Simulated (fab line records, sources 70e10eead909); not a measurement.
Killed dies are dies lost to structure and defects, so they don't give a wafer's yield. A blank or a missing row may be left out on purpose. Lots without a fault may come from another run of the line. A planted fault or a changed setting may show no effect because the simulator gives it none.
fab line records | flow nand_harc
record lots=5 wafers=14 last_day=34
route steps=1302 shown A_DECK1_JOINT@537 A_ONON_D2@545 END@1302
lots that met no fault: from a run of the same line without faults
start_h: hours from the record's first day to the start of the lot's first wafer shown | wait_h: hours since the lot's step before | " the same as in the row above | L1.1+2: a row that stands for several wafers | - no value, or no start given | * or withheld: withheld | < > ~ a bound
route shown NAME@n: a module of which the file shows steps, and the number in the route of the first | usual: mean/standard deviation of fault-free wafers | same: alike in all rows | chamber/n: place in a boat | sites: the reading at each site | _std_site: their standard deviation | _edge_site: outer sites' mean less inner sites' | radius_mm: how far each site lies from the wafer's centre | mask NAME#n: copy n | behind: the tool/chamber that last shaped the wafer | hold: why the lot was held/for how many hours/how that ended | device: the transistor (n, p or np) that didn't switch | end of line: the same wafers' tests at the end of the route | a step without rows: its recipe alone | killed: dies lost to structure and defects at the first sort, not the wafer's yield | map: a wafer's dies, x killed, . not, _ none there
set.NAME: the setting as run; set.NAME@STEP: as run at that earlier step | model.NAME: the simulator's own value behind a step, which no gauge read
lots at some steps of the route; a table a step, a row a wafer
services: from which hour (start_h, from the record's first day; less than 0 if before it) a tool's chamber was out of use, for how many hours, and why
## steps
# step NHARC_A_DECK1_JOINT_ANNEAL_28
# recipe temp_c=500 time_s=1800 idle_temp_c=400 ramp_up_c_per_min=10 densification_p_h2o_torr=640
# step NHARC_A_DECK1_JOINT_ANNEAL_29
# recipe temp_c=750 time_s=1800 idle_temp_c=500 ramp_up_c_per_min=10 ramp_down_c_per_min=3
# step NHARC_A_DECK1_JOINT_CMP_02
# recipe material=SiOx
# usual motor_current_A=11.9/0.81
# columns lot.wafer tool chamber start_h wait_h motor_current_A
L111.4 cmp-02 1 296.88 0.4 11.2
L111.6 " 0 " " 11.3
L111.5 " 1 " " 12.2
L120.2 cmp-04 3 401.26 0.4 11.5
L120.4 " 1 " " 10.6
L126.4 cmp-01 2 460.11 0.4 11.3
L126.3 " 3 " " 11.1
L126.2 " 1 " " 13.2
L127.4 cmp-01 1 462.98 0.4 12.0
L127.2 " 3 " " 11.9
L127.6 " 2 " " 11.6
L131.3 cmp-01 1 499.02 0.4 11.3
L131.2 " 2 " " 11.2
L131.6 " 1 " " 11.5
# step NHARC_A_DECK1_JOINT_SRD_15
# step NHARC_A_DECK1_JOINT_DEP_16
# recipe target_thk_a=450 temp_c=400 pressure_torr=6.5 rf_w=900 teos_flow_sccm=161.4 flow_sccm=2650 target_thk_nm=45 gas=O2 material=SiO2
# usual heater_power_w=599/110 throttle_valve_pct=16.0/0.4
# columns lot.wafer tool chamber start_h wait_h heater_power_w since_wet_clean_h throttle_valve_pct
L111.5 pecvd-02 2 297.34 0.2 425 - 15.7
L111.6 " 0 " " 731 - 16.3
L111.4 " 1 " " 709 - 16.6
L120.2 pecvd-02 0 401.66 0.1 733 162 16.8
L120.4 " 0 " " 733 - 16.4
L126.3 pecvd-03 0 460.52 0.1 483 81 16.1
L126.2 " 1 " " 564 81 16.1
L126.4 " 2 " " 577 - 16.1
L127.2 pecvd-02 1 463.45 0.1 670 42 16.5
L127.4 " 0 " " 635 - 16.1
L127.6 " 1 " " 669 - 16.2
L131.3 pecvd-03 2 499.42 0.1 641 120 16.2
L131.2 " 1 " " 602 120 16.1
L131.6 " 2 " " 635 - 16.1
# step NHARC_A_DECK1_JOINT_THK_MEAS_17
# recipe thk_meas_gauge=ellipsometry
# usual thk_nm=44.9/1.1
# columns lot.wafer tool chamber start_h wait_h thk_nm
L111.4 film_metro-02 - 297.54 0.1 47.1
L111.5 " - " " 45.9
L111.6 " - " " 47.1
L120.2 film_metro-01 - 401.91 0.2 43.2
L120.4 " - " " 44.7
L126.2 film_metro-02 - 460.80 0.2 43.8
L126.3 " - " " 45.9
L126.4 " - " " 45.2
L127.2 film_metro-01 - 463.67 0.2 44.4
L127.4 " - " " 45.1
L127.6 " - " " 43.7
L131.2 film_metro-01 - 499.70 0.2 44.4
L131.3 " - " " 44.4
L131.6 " - " " 44.5
# step NHARC_A_DECK1_JOINT_INSPECT_05
# usual raw_defect_count=316/120
# columns lot.wafer tool chamber start_h wait_h raw_defect_count
L111.4 defect_inspect-02 - 297.57 0.0 379
L111.5 " - " " 315
L111.6 " - " " 294
L120.2 defect_inspect-01 - 401.94 0.0 255
L120.4 " - " " 112
L126.2 defect_inspect-02 - 460.83 0.0 149
L126.3 " - " " 216
L126.4 " - " " 226
L127.2 defect_inspect-02 - 463.71 0.0 281
L127.4 " - " " 336
L127.6 " - " " 332
L131.2 defect_inspect-02 - 499.73 0.0 150
L131.3 " - " " 188
L131.6 " - " " 201
# step NHARC_A_ONON_D2_DEP_00
# recipe target_thk_a=10000 n2_flow_sccm=2750 n2o_flow_sccm=2000 nh3_flow_sccm=500 sih4_flow_sccm=210 temp_c=400
# step NHARC_A_ONON_D2_THK_MEAS_02
# recipe thk_meas_gauge=ellipsometry
# usual thk_nm=999/10
# columns lot.wafer tool chamber start_h wait_h thk_nm
L111.4 film_metro-02 - 298.15 - 990
L111.5 " - " " 992
L111.6 " - " " 992
L120.2 film_metro-01 - 402.51 - 1015
L120.4 " - " " 1013
L126.2 film_metro-02 - 461.41 - 1002
L126.3 " - " " 1003
L126.4 " - " " 1002
L127.2 film_metro-01 - 464.29 - 988
L127.4 " - " " 989
L127.6 " - " " 988
L131.2 film_metro-02 - 500.31 - 997
L131.3 " - " " 998
L131.6 " - " " 999
# step NHARC_A_ONON_D2_DEP_03
# recipe target_thk_a=10000 n2_flow_sccm=2750 n2o_flow_sccm=2000 nh3_flow_sccm=500 sih4_flow_sccm=210 temp_c=400
# step NHARC_A_ONON_D2_THK_MEAS_05
# recipe thk_meas_gauge=ellipsometry
# usual thk_nm=998/8.4
# columns lot.wafer tool chamber start_h wait_h thk_nm
L111.4 film_metro-02 - 298.71 - 995
L111.5 " - " " 996
L111.6 " - " " 996
L120.2 film_metro-02 - 403.09 - 991
L120.4 " - " " 990
L126.2 film_metro-02 - 461.98 - 975
L126.3 " - " " 977
L126.4 " - " " 975
L127.2 film_metro-01 - 464.85 - 996
L127.4 " - " " 996
L127.6 " - " " 994
L131.2 film_metro-01 - 500.88 - 987
L131.3 " - " " 986
L131.6 " - " " 987
# step NHARC_A_ONON_D2_DEP_06
# recipe target_thk_a=10000 n2_flow_sccm=2750 n2o_flow_sccm=2000 nh3_flow_sccm=500 sih4_flow_sccm=210 temp_c=400
# columns lot.wafer tool chamber start_h wait_h
L111.4+5+6 pecvd_onon-03 0 298.94 0.2
L120.2+4 pecvd_onon-04 0 403.20 0.1
L126.2+3+4 pecvd_onon-04 0 462.09 0.1
L127.2+4+6 pecvd_onon-01 0 464.97 0.1
L131.2+3+6 pecvd_onon-01 0 500.99 0.1
# step NHARC_A_ONON_D2_THK_MEAS_08
# recipe thk_meas_gauge=ellipsometry
# usual thk_nm=1006/8.5
# columns lot.wafer tool chamber start_h wait_h hold thk_nm
L111.4 film_metro-02 - 299.28 - - 994
L111.5 " - " " - 994
L111.6 " - " " - 992
L120.2 film_metro-01 - 403.66 - await_dispo/0.2h/release 1151
L120.4 " - " " await_dispo/0.2h/release 1150
L120.2 film_metro-01 - 403.83 0.2 - 1148
L120.4 " - " " - 1151
L126.2 film_metro-02 - 462.54 - - 1010
L126.3 " - " " - 1009
L126.4 " - " " - 1009
L127.2 film_metro-02 - 465.42 - - 1001
L127.4 " - " " - 1004
L127.6 " - " " - 1001
L131.2 film_metro-02 - 501.44 - - 1000
L131.3 " - " " - 1002
L131.6 " - " " - 1002
# step NHARC_END_SORT_01
# recipe temp_c=25
# usual killed_at_array=52/17 killed_at_other=0.8/1.1 killed_at_periphery=3.2/2.2 killed_dies=57/17 killed_open=3.4/1.8 killed_short=2.4/1.6
# same gross_dies=677
# columns lot.wafer tool chamber start_h wait_h killed_at_array killed_at_other killed_at_periphery killed_dies killed_open killed_short
L111.4 prober-01 0 588.21 3.4 34 0 2 36 3 2
L111.5 prober-01 0 589.01 3.7 43 1 2 46 6 4
L111.6 prober-01 0 589.81 4.0 43 0 3 46 9 0
L120.2 prober-02 0 688.75 2.8 63 1 4 68 4 3
L120.4 prober-02 0 690.37 3.4 63 1 4 68 3 3
L126.2 prober-02 0 743.04 2.8 74 4 2 80 2 2
L126.3 prober-02 0 743.84 3.1 86 2 2 90 3 2
L126.4 prober-02 0 744.64 3.4 86 1 0 87 3 1
L127.2 prober-01 0 766.00 2.8 34 0 5 39 6 2
L127.4 prober-01 0 767.59 3.4 33 1 6 40 5 2
L127.6 prober-01 0 769.19 4.0 36 1 1 38 8 1
# killed by level:class
L111.4 A_CHANNEL_HOLE_D2:chamber_film_flake=20 A_CHANNEL_HOLE_D1:chamber_film_flake=2 A_CHANNEL_FILL_D2:chamber_film_flake=2 A_CONTACT:chamber_film_flake=2 A_ONON_D1:geometric_particle:open=1 A_CHANNEL_FILL_D1:geometric_particle:short=1 A_WL_FILL:geometric_particle:short=1 A_WL_FILL:geometric_particle:open=1
L111.5 A_CHANNEL_HOLE_D2:chamber_film_flake=29 A_CHANNEL_FILL_D1:geometric_particle:short=2 A_DECK1_JOINT:chamber_film_flake=2 P_M0:geometric_particle:open=1 A_ONON_D1:geometric_particle:open=1 A_CHANNEL_FILL_D1:geometric_particle:open=1 A_ONON_D2:geometric_particle:short=1 A_WL_FILL:geometric_particle:open=1
L111.6 A_CHANNEL_HOLE_D2:chamber_film_flake=26 A_CHANNEL_HOLE_D1:chamber_film_flake=3 A_ONON_D2:geometric_particle:open=2 A_M0:geometric_particle:open=2 P_M2:chamber_film_flake=2 A_CHANNEL_FILL_D2:chamber_film_flake=2 A_CONTACT:chamber_film_flake=2 P_CONTACT:geometric_particle:open=1
L120.2 A_SLIT:chamber_film_flake=26 A_CHANNEL_HOLE_D1:chamber_film_flake=9 A_STAIRCASE:chamber_film_flake=8 A_CONTACT:chamber_film_flake=5 A_CHANNEL_HOLE_D2:chamber_film_flake=4 A_BLC:geometric_particle:short=2 P_BONDPAD:chamber_film_flake=2 A_SGD_CUT:chamber_film_flake=2
L120.4 A_SLIT:chamber_film_flake=28 A_CHANNEL_HOLE_D1:chamber_film_flake=13 A_STAIRCASE:chamber_film_flake=7 A_CHANNEL_HOLE_D2:chamber_film_flake=6 A_SGD_CUT:chamber_film_flake=2 A_CONTACT:chamber_film_flake=2 P_STI:geometric_particle:open=1 P_STI:geometric_particle:short=1
L126.2 A_SLIT:chamber_film_flake=26 A_CHANNEL_HOLE_D1:chamber_film_flake=21 A_CHANNEL_HOLE_D2:chamber_film_flake=16 THIN_TSV:chamber_film_flake=4 A_CONTACT:chamber_film_flake=3 A_STAIRCASE:chamber_film_flake=2 P_CONTACT:geometric_particle:open=1 A_DECK1_JOINT:geometric_particle:short=1
L126.3 A_CHANNEL_HOLE_D1:chamber_film_flake=35 A_SLIT:chamber_film_flake=25 A_CHANNEL_HOLE_D2:chamber_film_flake=11 A_CONTACT:chamber_film_flake=4 A_WL_FILL:chamber_film_flake=3 A_STAIRCASE:chamber_film_flake=2 P_M0:geometric_particle:open=1 A_DECK1_JOINT:geometric_particle:open=1
L126.4 A_SLIT:chamber_film_flake=28 A_CHANNEL_HOLE_D1:chamber_film_flake=24 A_CHANNEL_HOLE_D2:chamber_film_flake=14 A_WL_FILL:chamber_film_flake=7 A_STAIRCASE:chamber_film_flake=3 A_CONTACT:chamber_film_flake=2 A_DECK1_JOINT:chamber_film_flake=2 A_CHANNEL_HOLE_D1:geometric_particle:open=1
L127.2 A_SLIT:chamber_film_flake=10 A_CHANNEL_HOLE_D1:chamber_film_flake=8 A_CONTACT:chamber_film_flake=6 A_STAIRCASE:chamber_film_flake=3 P_CONTACT:geometric_particle:open=2 P_M2:geometric_particle:open=1 A_CHANNEL_FILL_D1:geometric_particle:open=1 A_ONON_D2:geometric_particle:short=1
L127.4 A_CHANNEL_HOLE_D1:chamber_film_flake=9 A_SLIT:chamber_film_flake=8 A_STAIRCASE:chamber_film_flake=7 A_CONTACT:chamber_film_flake=4 P_CONTACT:geometric_particle:open=2 P_ZERO_WELL:chamber_film_flake=2 P_STI:chamber_film_flake=2 A_SOURCE_PLATE:geometric_particle:open=1
L127.6 A_CHANNEL_HOLE_D1:chamber_film_flake=11 A_CHANNEL_FILL_D2:geometric_particle:open=5 A_CONTACT:chamber_film_flake=5 A_STAIRCASE:chamber_film_flake=4 A_SLIT:chamber_film_flake=4 A_M0:chamber_film_flake=2 A_ONON_D1:geometric_particle:short=1 A_CONTACT:geometric_particle:open=1
## services
# columns tool chamber start_h hours kind
cmp-01 - 273.04 1.2 repair
cmp-01 - 283.52 4.0 pm
cmp-01 - 287.52 - consumable_replace:conditioner
cmp-01 - 287.52 - consumable_replace:pad
cmp-04 - 307.13 4.0 pm
pecvd_onon-04 - 311.04 13.0 pm
cmp-02 - 330.59 4.0 pm
pecvd-02 - 341.51 0.5 repair
pecvd-03 0 363.25 18.7 repair
pecvd-03 - 366.19 13.0 pm
cmp-01 - 381.62 4.0 pm
cmp-01 - 385.62 - consumable_replace:conditioner
cmp-01 - 385.62 - consumable_replace:pad
pecvd-02 0 391.83 6.5 repair
cmp-04 - 405.13 4.0 pm
pecvd-02 - 408.16 13.0 pm
pecvd_onon-03 - 408.25 13.0 pm
cmp-02 - 428.59 4.0 pm
pecvd_onon-01 - 450.31 13.0 pm
cmp-04 - 461.16 4.6 repair
cmp-01 - 479.62 4.0 pm
cmp-01 - 483.62 - consumable_replace:conditioner
cmp-01 - 483.62 - consumable_replace:pad
pecvd_onon-04 - 492.31 13.0 pm
## key
first_sign step=NHARC_A_ONON_D2_THK_MEAS_08 reading=visit direction=added
effect step=NHARC_A_ONON_D2_THK_MEAS_08 reading=thk_nm direction=up sigmas=17 usual=1006 struck=1150
met_at NHARC_A_ONON_D2_DEP_06
struck_wafers L120.2,L120.4
tester_left_out L120
also_fits NHARC_A_DECK1_JOINT_CMP_02:cmp-04
fault kind=process_parameter_drift tool=pecvd_onon-04 chamber=- onset_h=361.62 steps=NHARC_A_ONON_D2_DEP_06 channel=target_thk_a offset=* shape=step end_h=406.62 scope=struck_wafers_only acts_in=* stated=*
# tester_left_out: of these lots the tester's yield and bins aren't shown, on N5 and GAA mostly nor the transistor test; their killed dies are dies lost to structure and defects alone, not to doping, threshold or leakage, so they don't give the yield
